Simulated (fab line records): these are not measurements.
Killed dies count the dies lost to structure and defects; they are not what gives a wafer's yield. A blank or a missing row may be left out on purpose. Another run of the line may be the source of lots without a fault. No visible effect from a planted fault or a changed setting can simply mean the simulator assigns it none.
fab line records	flow n5Finfet
[record] lots = 7	wafers = 21
route steps=1938 shown BEOL_M11@1575 BEOL_M13@1662 BEOL_M14@1738 BEOL_M15@1800
startH: hours from the record's first day to the start of the lot's first wafer shown	waitH: hours from the lot's prior step to this one	" same as the row above	L1.1+2: one row covering several wafers at once	- no value, or no start was given	* or withheld: withheld	< > ~ a bound
route shown NAME@n: a module of which the file shows steps, and the number in the route of the first	usual: average and standard deviation across the fault-free wafers	same: alike in all rows	chamber/n: place in a boat	sites: readings site by site	_std_site: their standard deviation	_edge_site: mean of outer sites minus mean of inner sites	radiusMm: how far each site lies from the wafer's centre	mask NAME#n: copy n	behind: the last tool/chamber to shape the wafer	hold: what put the lot on hold/how long, in hours/how the hold closed	device: which transistor (n, p or np) failed to switch	end of line: tests run on the same wafers once the route is complete	where a step has no rows: the recipe by itself	killed: at the first sort, the dies lost to defects and structure; wafer yield is something else	map: a wafer's dies, marking killed ones x, the rest . and places with no die _
set.NAME: the setting as run; set.NAME@STEP: as run at that earlier step	model.NAME: the simulator's own value behind a step, which no gauge read
lots whose settings were changed on purpose; a table a step, a row a wafer
[[steps]]
[step N5_BEOL_M11_VIA_ETCH_34]
[recipe] chemistry = C4F6/O2	target = SiCOH_lowk	targetDepthA = 1845	maskMaterial = SOC	taperDeg = 4	timeS = 69.2	ionEnergyEv = 250	pressureMtorr = 30	sourceW = 345	biasW = 185	Ar_flow_sccm = 300	C4F6_flow_sccm = 10	O2_flow_sccm = 10
lot.wafer	tool	chamber	startH	waitH	set.timeS	model.etch.depthNm	model.SOC_of_BEOL_M11_COAT_63.thkNm
L074.1	rieDiel-04	3	223.87	0.0	56.86	158.2	93.8
L074.2	"	2	"	"	69.2	186.7	92.8
L074.3	"	0	"	"	69.2	183.1	92.8
L077.3	rieDiel-03	2	253.04	0.0	69.2	181.4	91.8
L077.4	"	3	"	"	62.5	166.6	92.6
L077.5	"	3	"	"	69.2	184.8	91.8
L078.2	rieDiel-03	3	265.18	0.0	84.62	223.4	90
L078.4	"	0	"	"	84.62	222.6	90.4
L078.5	"	0	"	"	69.2	182.2	92
L081.3	rieDiel-02	3	275.77	0.0	69.2	188.9	91.6
L081.4	"	1	"	"	69.2	190.9	91.8
L081.5	"	1	"	"	75.12	205.7	91
L084.1	rieDiel-02	1	290.80	0.0	69.2	188.1	91.2
L084.4	"	0	"	"	69.2	183.5	91.6
L084.5	"	0	"	"	69.2	182.8	91.8
L087.1	rieDiel-02	3	309.14	0.0	76.35	203.5	91.6
L087.3	"	2	"	"	69.2	183.7	92.2
L087.4	"	3	"	"	76.35	204.2	91.6
L094.3	rieDiel-02	0	379.19	0.0	69.2	185.8	92
L094.4	"	2	"	"	63.86	172.1	92.4
L094.6	"	1	"	"	63.86	170.9	93
[step N5_BEOL_M13_COAT_04]
[recipe] spinRpm = 1625	resistThkNm = 400
lot.wafer	tool	chamber	startH	waitH	set.spinRpm	model.coat_of_BEOL_M13_COAT_04.thkNm
L074.1	lithoTrack-04	0	-	-	1743	385
L074.2	"	0	"	"	1625	399.2
L074.3	"	0	"	"	1743	385.6
L077.3	lithoTrack-05	0	-	-	1625	399.4
L077.4	"	0	"	"	1682	392.6
L077.5	"	0	"	"	1682	393.2
L078.2	lithoTrack-05	0	-	-	1625	400.4
L078.4	"	0	"	"	1625	399.2
L078.5	"	0	"	"	1625	399.6
L081.3+4	lithoTrack-05	0	-	-	1625	402.6
L081.5	"	0	"	"	1625	402.4
L084.1	lithoTrack-04	0	-	-	1625	400.2
L084.4	"	0	"	"	1625	399.2
L084.5	"	0	"	"	1625	401.2
L087.1	lithoTrack-05	0	-	-	1625	399.6
L087.3	"	0	"	"	1625	401.4
L087.4	"	0	"	"	1625	402.6
L094.3	lithoTrack-01	0	-	-	1625	401.6
L094.4	"	0	"	"	1754	385.6
L094.6	"	0	"	"	1625	401.4
[step N5_BEOL_M13_EXPOSE_07]
[recipe] maskId = V12	na = 0.93	sourceShape = conventional	sigmaOuter = 0.6	polarization = unpolarized	attpsmPhaseDeg = 180	doseMj = 24.8
lot.wafer	tool	chamber	startH	waitH	mask	set.doseMj
L074.1+2	krfScanner-02	0	236.17	-	V12#0	24.8
L074.3	"	0	"	"	V12#0	23.79
L077.3+4	krfScanner-02	0	263.87	-	V12#0	25.97
L077.5	"	0	"	"	V12#0	24.8
L078.2+4+5	krfScanner-01	0	273.01	-	V12#0	24.8
L081.3+5	krfScanner-02	0	285.15	-	V12#0	24.8
L081.4	"	0	"	"	V12#0	25.77
L084.1+4+5	krfScanner-02	0	302.79	-	V12#0	24.8
L087.1+4	krfScanner-02	0	317.15	-	V12#0	23.36
L087.3	"	0	"	"	V12#0	24.8
L094.3+4+6	krfScanner-01	0	389.25	-	V12#0	24.8
[step N5_BEOL_M13_PEB_08]
[recipe] pebTempC = 130	pebTimeS = 90
[step N5_BEOL_M13_DEVELOP_09]
[recipe] developTimeS = 45	rinseLiquid = diw	dry = airSpin	devTempC = 21
[step N5_BEOL_M13_HARDBAKE_14]
[recipe] tempC = 130	timeS = 120
[step N5_BEOL_M13_CD_MEAS_10]
[recipe] targetCdNm = 190	landingEnergyEv = 500	detector = seInlens	polarity = opening
[usual] cdNm = 189.9/1.3
lot.wafer	tool	chamber	startH	waitH	set.doseMj@BEOL_M13_EXPOSE_07	cdNm
L074.1	cdSem-02	0	236.35	-	24.8	192.6
L074.2	"	0	"	"	24.8	189.9
L074.3	"	0	"	"	23.79	188.5
L077.3	cdSem-01	0	264.03	-	25.97	195.1
L077.4	"	0	"	"	25.97	195.1
L077.5	"	0	"	"	24.8	190.9
L078.2	cdSem-03	0	273.17	-	24.8	190.0
L078.4	"	0	"	"	24.8	189.3
L078.5	"	0	"	"	24.8	189.5
L081.3	cdSem-01	0	285.31	-	24.8	190.8
L081.4	"	0	"	"	25.77	193.6
L081.5	"	0	"	"	24.8	190.7
L084.1	cdSem-01	0	302.96	-	24.8	188.9
L084.4	"	0	"	"	24.8	188.6
L084.5	"	0	"	"	24.8	189.7
L087.1	cdSem-03	0	317.32	-	23.36	182.2
L087.3	"	0	"	"	24.8	189.6
L087.4	"	0	"	"	23.36	183.8
L094.3	cdSem-01	0	389.42	-	24.8	191.5
L094.4	"	0	"	"	24.8	193.2
L094.6	"	0	"	"	24.8	192.5
[step N5_BEOL_M13_DESCUM_15]
[recipe] chemistry = O2	timeS = 7.9	sourcePowerW = 50	biasPowerW = 20	pressureMtorr = 20	rfFrequencyHz = 2.712e+07	tempC = 40	o2FlowSccm = 225
[step N5_BEOL_M13_ETCH_59]
[recipe] chemistry = N2/H2	target = BARC	targetDepthA = 890	overetchA = 267	timeS = 67.9	ionEnergyEv = 200	pressureMtorr = 30	sourceW = 840	biasW = 150	n2FlowSccm = 200	h2FlowSccm = 200
lot.wafer	tool	chamber	startH	waitH	set.spinRpm@BEOL_M13_COAT_04	model.coat_of_BEOL_M13_COAT_04.thkNm
L074.1	rieDiel-02	3	236.56	0.0	1743	301.2
L074.2	"	2	"	"	1625	316
L074.3	"	0	"	"	1743	303
L077.3	rieDiel-03	0	264.15	0.0	1625	319
L077.4+5	"	3	"	"	1682	310.2
L078.2	rieDiel-04	0	273.30	0.0	1625	318.4
L078.4	"	1	"	"	1625	317
L078.5	"	0	"	"	1625	317.4
L081.3	rieDiel-04	0	285.46	0.0	1625	321
L081.4	"	2	"	"	1625	320.8
L081.5	"	2	"	"	1625	320.2
L084.1+4	rieDiel-03	1,2	303.44	0.0	1625	319.4
L084.5	"	1	"	"	1625	320.2
L087.1	rieDiel-02	3	318.02	0.0	1625	316
L087.3+4	"	0,1	"	"	1625	319
L094.3	rieDiel-04	3	389.65	0.0	1625	315.2
L094.4	"	0	"	"	1754	305
L094.6	"	0	"	"	1625	320.8
[step N5_BEOL_M13_VIA_ETCH_16]
[recipe] chemistry = C4F8/O2/Ar	target = SiOC	pressureMtorr = 30	sourceW = 3000	biasW = 700	Ar_flow_sccm = 400	C4F8_flow_sccm = 15	O2_flow_sccm = 8	heInnerTorr = 15	heOuterTorr = 30	targetDepthA = 9217	timeS = withheld	ionEnergyEv = 250	ends = cleared
[step N5_BEOL_M13_STRIP_63]
[recipe] chemistry = N2/H2	powerW = 1000	tempC = 250	h2Frac = 0.65	overashFraction = 0.3	pressureMtorr = 1000	n2FlowSccm = 1750	h2FlowSccm = 3250
[step N5_BEOL_M13_STRIP_71]
[recipe] chemistry = postEtchResidueRemover	timeS = 60	tempC = 25	removerPh = withheld	removerWaterWtPct = withheld	removerFluorideWtPct = withheld
[step N5_BEOL_M13_SRD_72]
[recipe] timeS = 30	tempC = 23	rinseLiquid = diw	dry = n2Spin	spinRpm = 1500	dryTimeS = 30
[step N5_BEOL_M13_CD_MEAS_17]
[recipe] targetCdNm = 190	polarity = opening
[usual] cdNm = 190.0/1.7
lot.wafer	tool	chamber	startH	waitH	set.doseMj@BEOL_M13_EXPOSE_07	cdNm
L074.1	cdSem-02	-	237.06	0.0	24.8	192.2
L074.2	"	-	"	"	24.8	190.6
L074.3	"	-	"	"	23.79	187.8
L077.3	cdSem-03	-	264.65	0.0	25.97	195.4
L077.4	"	-	"	"	25.97	195.1
L077.5	"	-	"	"	24.8	191.4
L078.2	cdSem-03	-	273.79	0.0	24.8	191.0
L078.4	"	-	"	"	24.8	188.1
L078.5	"	-	"	"	24.8	189.7
L081.3	cdSem-03	-	286.00	0.0	24.8	190.2
L081.4	"	-	"	"	25.77	193.3
L081.5	"	-	"	"	24.8	191.7
L084.1	cdSem-01	-	303.97	0.0	24.8	189.6
L084.4	"	-	"	"	24.8	189.3
L084.5	"	-	"	"	24.8	190.8
L087.1	cdSem-03	-	318.51	0.0	23.36	181.5
L087.3	"	-	"	"	24.8	188.1
L087.4	"	-	"	"	23.36	182.4
L094.3	cdSem-03	-	390.15	0.0	24.8	193.2
L094.4	"	-	"	"	24.8	192.8
L094.6	"	-	"	"	24.8	192.4
[step N5_BEOL_M13_COAT_22]
[recipe] spinRpm = 2888	resistThkNm = 300
lot.wafer	tool	chamber	startH	waitH	set.spinRpm	model.coat_of_BEOL_M13_COAT_22.thkNm
L074.1	lithoTrack-04	0	-	-	2888	300.2
L074.2+3	"	0	"	"	2888	299.4
L077.3	lithoTrack-04	0	-	-	2888	300.6
L077.4	"	0	"	"	2888	300.8
L077.5	"	0	"	"	2888	300.4
L078.2	lithoTrack-01	0	-	-	3066	291
L078.4	"	0	"	"	3066	290.4
L078.5	"	0	"	"	2888	298.6
L081.3	lithoTrack-04	0	-	-	2644	312
L081.4	"	0	"	"	2644	313.4
L081.5	"	0	"	"	2644	313.6
L084.1	lithoTrack-04	0	-	-	2888	300.6
L084.4	"	0	"	"	2888	300.4
L084.5	"	0	"	"	2888	299.8
L087.1	lithoTrack-01	0	-	-	2888	300.2
L087.3	"	0	"	"	2888	299.2
L087.4	"	0	"	"	2716	310
L094.3	lithoTrack-05	0	-	-	2888	298.4
L094.4	"	0	"	"	2888	299.4
L094.6	"	0	"	"	2888	299
[step N5_BEOL_M14_COAT_66]
[recipe] resist = SiARC	tempC = 220	timeS = 60	spinRpm = 1500	resistThkNm = 110
lot.wafer	tool	chamber	startH	waitH	set.spinRpm	model.SiARC_of_BEOL_M14_COAT_66.thkNm
L074.1	lithoTrack-02	0	-	-	1500	109.8
L074.2	"	0	"	"	1661	104.2
L074.3	"	0	"	"	1661	104
L077.3	lithoTrack-02	0	-	-	1566	107.4
L077.4	"	0	"	"	1566	107.2
L077.5	"	0	"	"	1566	107.6
L078.2+4	lithoTrack-03	0	-	-	1500	110.4
L078.5	"	0	"	"	1500	110.6
L081.3+5	lithoTrack-02	0	-	-	1500	110
L081.4	"	0	"	"	1500	109.8
L084.1+5	lithoTrack-03	0	-	-	1500	109.8
L084.4	"	0	"	"	1500	110.2
L087.1	lithoTrack-02	0	-	-	1500	109.8
L087.3	"	0	"	"	1562	107.4
L087.4	"	0	"	"	1500	110
L094.3	lithoTrack-01	0	-	-	1500	110
L094.4	"	0	"	"	1340	116.2
L094.6	"	0	"	"	1500	109.8
[step N5_BEOL_M14_DESCUM_33]
[recipe] chemistry = O2	timeS = 7.9	sourcePowerW = 50	biasPowerW = 20	pressureMtorr = 20	rfFrequencyHz = 2.712e+07	tempC = 40	o2FlowSccm = 225
lot.wafer	tool	chamber	startH	waitH	set.timeS
L074.1+2+3	rieDiel-01	3,1,0	246.29	0.3	7.9
L077.3+4+5	rieDiel-06	3,0,2	270.30	0.0	7.9
L078.2	rieDiel-06	3	278.70	0.0	7.9
L078.4+5	"	1,2	"	"	7.453
L081.3+4	rieDiel-05	0,2	292.16	0.9	7.9
L081.5	"	2	"	"	7.312
L084.1+4+5	rieDiel-05	2,2,1	309.43	0.6	7.9
L087.1+3	rieDiel-05	3,0	326.92	0.0	6.959
L087.4	"	1	"	"	7.9
L094.3	rieDiel-06	2	395.42	0.0	7.9
L094.4+6	"	0,1	"	"	9.225
[step N5_BEOL_M14_ETCH_67]
[recipe] chemistry = CF4	target = SiARC	targetDepthA = 1430	timeS = 238.3	ionEnergyEv = 80	pressureMtorr = 40	sourceW = 545	biasW = 36	Ar_flow_sccm = 100	cf4FlowSccm = 100	ends = cleared
lot.wafer	tool	chamber	startH	waitH	set.spinRpm@BEOL_M14_COAT_66	model.etch.depthNm	model.coat_of_BEOL_M14_COAT_22.thkNm
L074.1	rieDiel-01	3	246.32	0.0	1500	109.9	211
L074.2	"	1	"	"	1661	104.3	214.8
L074.3	"	0	"	"	1661	104	215
L077.3	rieDiel-06	3	270.33	0.0	1566	107.4	212.4
L077.4	"	0	"	"	1566	107.2	212.2
L077.5	"	2	"	"	1566	107.7	213
L078.2	rieDiel-06	3	278.73	0.0	1500	110.3	212.8
L078.4	"	1	"	"	1500	110.4	211
L078.5	"	2	"	"	1500	110.5	211.2
L081.3	rieDiel-05	0	292.20	0.0	1500	109.9	210.2
L081.4	"	2	"	"	1500	109.8	210.2
L081.5	"	2	"	"	1500	110	210.8
L084.1	rieDiel-05	2	309.46	0.0	1500	109.9	212
L084.4	"	2	"	"	1500	110.2	211.8
L084.5	"	1	"	"	1500	109.9	211.2
L087.1	rieDiel-05	3	326.96	0.0	1500	109.8	211.2
L087.3	"	0	"	"	1562	107.4	213.6
L087.4	"	1	"	"	1500	110	212.2
L094.3	rieDiel-06	2	395.46	0.0	1500	110	211.8
L094.4	"	0	"	"	1340	116.3	207.6
L094.6	"	1	"	"	1500	109.8	211.6
[step N5_BEOL_M14_ETCH_68]
[recipe] chemistry = N2/H2	target = SOC	maskMaterial = SiARC	sourceW = 3000	biasW = 350	tempC = 40	timeS = 450	ionEnergyEv = 200	pressureMtorr = 30	n2FlowSccm = 200	h2FlowSccm = 200
lot.wafer	tool	chamber	startH	waitH	set.spinRpm@BEOL_M14_COAT_66	model.SiARC_of_BEOL_M14_COAT_66.thkNm
L074.1	rieDiel-01	3	246.47	0.1	1500	65
L074.2	"	1	"	"	1661	60.6
L074.3	"	0	"	"	1661	59.4
L077.3	rieDiel-06	3	270.48	0.1	1566	62.2
L077.4	"	0	"	"	1566	62.8
L077.5	"	2	"	"	1566	63
L078.2	rieDiel-06	3	278.88	0.1	1500	65.2
L078.4	"	1	"	"	1500	65
L078.5	"	2	"	"	1500	66.4
L081.3	rieDiel-05	0	292.34	0.1	1500	66
L081.4	"	2	"	"	1500	65.2
L081.5	"	2	"	"	1500	65.4
L084.1+4	rieDiel-05	2	309.61	0.1	1500	65.2
L084.5	"	1	"	"	1500	63.8
L087.1	rieDiel-05	3	327.10	0.1	1500	64.2
L087.3	"	0	"	"	1562	62.6
L087.4	"	1	"	"	1500	64
L094.3	rieDiel-06	2	395.60	0.1	1500	64.8
L094.4	"	0	"	"	1340	72
L094.6	"	1	"	"	1500	64
[step N5_BEOL_M15_EXPOSE_25]
[recipe] maskId = M15	na = 0.8	sourceShape = annular	sigmaInner = 0.5	sigmaOuter = 0.8	polarization = unpolarized	targetCdNm = 400	doseMj = 35.5
lot.wafer	tool	chamber	startH	waitH	mask	set.doseMj
L074.1+2+3	krfScanner-01	0	250.70	-	M15#0	35.5
L077.3+5	krfScanner-01	0	275.34	-	M15#0	35.5
L077.4	"	0	"	"	M15#0	33.66
L078.2+5	krfScanner-01	0	284.53	-	M15#0	33.75
L078.4	"	0	"	"	M15#0	35.5
L081.3	krfScanner-01	0	297.65	-	M15#0	35.5
L081.4+5	"	0	"	"	M15#0	33.74
L084.1+4+5	krfScanner-01	0	313.85	-	M15#0	35.5
L087.1	krfScanner-01	0	332.21	-	M15#0	35.5
L087.3+4	"	0	"	"	M15#0	37.48
L094.3+4+6	krfScanner-02	0	404.73	-	M15#0	35.5
[[key]]
[split] step = N5_BEOL_M11_VIA_ETCH_34	setting = timeS	stated = 69.2	by = wafer
[response] step = N5_BEOL_M11_VIA_ETCH_34	reading = model.etch.depthNm	change = +1.74	per = 1%	r = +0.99
[response] step = N5_BEOL_M11_VIA_ETCH_34	reading = model.SOC_of_BEOL_M11_COAT_63.thkNm	change = -0.0726	per = 1%	r = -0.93
[split] step = N5_BEOL_M13_COAT_04	setting = spinRpm	stated = 1625	by = wafer
[response] step = N5_BEOL_M13_COAT_04	reading = model.coat_of_BEOL_M13_COAT_04.thkNm	change = -1.95	per = 1%	r = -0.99
[response] step = N5_BEOL_M13_ETCH_59	reading = model.coat_of_BEOL_M13_COAT_04.thkNm	change = -1.84	per = 1%	r = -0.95
[split] step = N5_BEOL_M13_EXPOSE_07	setting = doseMj	stated = 24.8	by = wafer
[response] step = N5_BEOL_M13_CD_MEAS_10	reading = cdNm	change = +0.918	per = 1%	r = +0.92
[response] step = N5_BEOL_M13_CD_MEAS_17	reading = cdNm	change = +0.886	per = 1%	r = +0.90
[split] step = N5_BEOL_M13_COAT_22	setting = spinRpm	stated = 2888	by = wafer
[response] step = N5_BEOL_M13_COAT_22	reading = model.coat_of_BEOL_M13_COAT_22.thkNm	change = -1.5	per = 1%	r = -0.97
[split] step = N5_BEOL_M14_COAT_66	setting = spinRpm	stated = 1500	by = wafer
[response] step = N5_BEOL_M14_COAT_66	reading = model.SiARC_of_BEOL_M14_COAT_66.thkNm	change = -0.564	per = 1%	r = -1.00
[response] step = N5_BEOL_M14_ETCH_67	reading = model.etch.depthNm	change = -0.566	per = 1%	r = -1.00
[response] step = N5_BEOL_M14_ETCH_67	reading = model.coat_of_BEOL_M14_COAT_22.thkNm	change = +0.38	per = 1%	r = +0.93
[response] step = N5_BEOL_M14_ETCH_68	reading = model.SiARC_of_BEOL_M14_COAT_66.thkNm	change = -0.573	per = 1%	r = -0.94
[split] step = N5_BEOL_M14_DESCUM_33	setting = timeS	stated = 7.9	by = wafer
response none clear
[split] step = N5_BEOL_M15_EXPOSE_25	setting = doseMj	stated = 35.5	by = wafer
response none in this file
